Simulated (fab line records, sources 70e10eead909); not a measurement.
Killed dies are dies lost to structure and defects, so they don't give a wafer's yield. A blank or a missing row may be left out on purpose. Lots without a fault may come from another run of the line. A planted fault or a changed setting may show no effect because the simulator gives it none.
Chamber matching | flow nand_harc | NHARC_P_BONDPAD_ETCH_37 on rie_diel-08: 4 sister chambers
The step etches the open film in N2/H2, target depth 60 nm, overetch 18 nm, time 65.91 s. 14 wafers are shown with their chamber, then 6 later ones without.

WAFERS WITH THEIR CHAMBER
wafer  | chamber | drypump_motor_current_A (A) | rf_vpp_V (V) | run_length_s (s)
L299.1 | 3       | 6.5                         | 430.9        | 87.0
L299.3 | 1       | 5.3                         | 434.8        | 87.7
L306.1 | 0       | 5.5                         | 429.3        | 87.6
L306.4 | 1       | 5.3                         | 432.5        | 87.8
L306.5 | 2       | 5.1                         | 427.7        | 87.5
L309.2 | 3       | 6.4                         | 430.3        | 87.2
L309.4 | 0       | 5.5                         | 427.7        | 88.1
L309.5 | 0       | 5.5                         | 428.4        | 87.6
L311.1 | 1       | 5.3                         | 433.8        | 87.9
L311.3 | 2       | 5.1                         | 427.5        | 88.0
L311.6 | 2       | 5.1                         | 427.2        | 87.4
L312.2 | 2       | 5.1                         | 427.5        | 87.2
L312.3 | 1       | 5.3                         | 432.4        | 88.0
L312.4 | 0       | 5.5                         | 428.0        | 87.6

SIGNATURES (means of the wafers above)
reading                 | chamber 0 | chamber 1 | chamber 2 | chamber 3 | scatter within a chamber
drypump_motor_current_A | 5.500     | 5.300     | 5.100     | 6.450     | 0.0224
rf_vpp_V                | 428.350   | 433.375   | 427.475   | 430.600   | 0.754
run_length_s            | 87.725    | 87.850    | 87.525    | 87.100    | 0.246
Rule: a wafer's distance from a chamber is the root of the sum, over the readings, of the square of ((its reading less the chamber's mean) divided by the reading's scatter). The wafer belongs to the nearest chamber; if the next one is less than 2 further off, it can't be placed. The scatter: the root of (the sum of the squares of (reading less its chamber's mean) over the shown wafers, divided by (wafers less chambers)).

WAFERS WITHOUT THEIR CHAMBER
wafer  | drypump_motor_current_A (A) | rf_vpp_V (V) | run_length_s (s)
L317.1 | 5.3                         | 433.9        | 88.4
L317.2 | 6.5                         | 431.8        | 87.1
L317.5 | 6.4                         | 431.1        | 87.5
L318.2 | 5.1                         | 427.5        | 87.6
L318.3 | 5.3                         | 434.2        | 88.0
L318.4 | 5.5                         | 428.4        | 87.5

WHICH CHAMBER EACH WENT THROUGH
wafer  | from the rows above | in truth
L317.1 | 1                   | 1
L317.2 | 3                   | 3
L317.5 | 3                   | 3
L318.2 | 2                   | 2
L318.3 | 1                   | 1
L318.4 | 0                   | 0
Placed correctly: 6 of 6. Can't be placed from these rows: 0. Placed wrongly: 0.
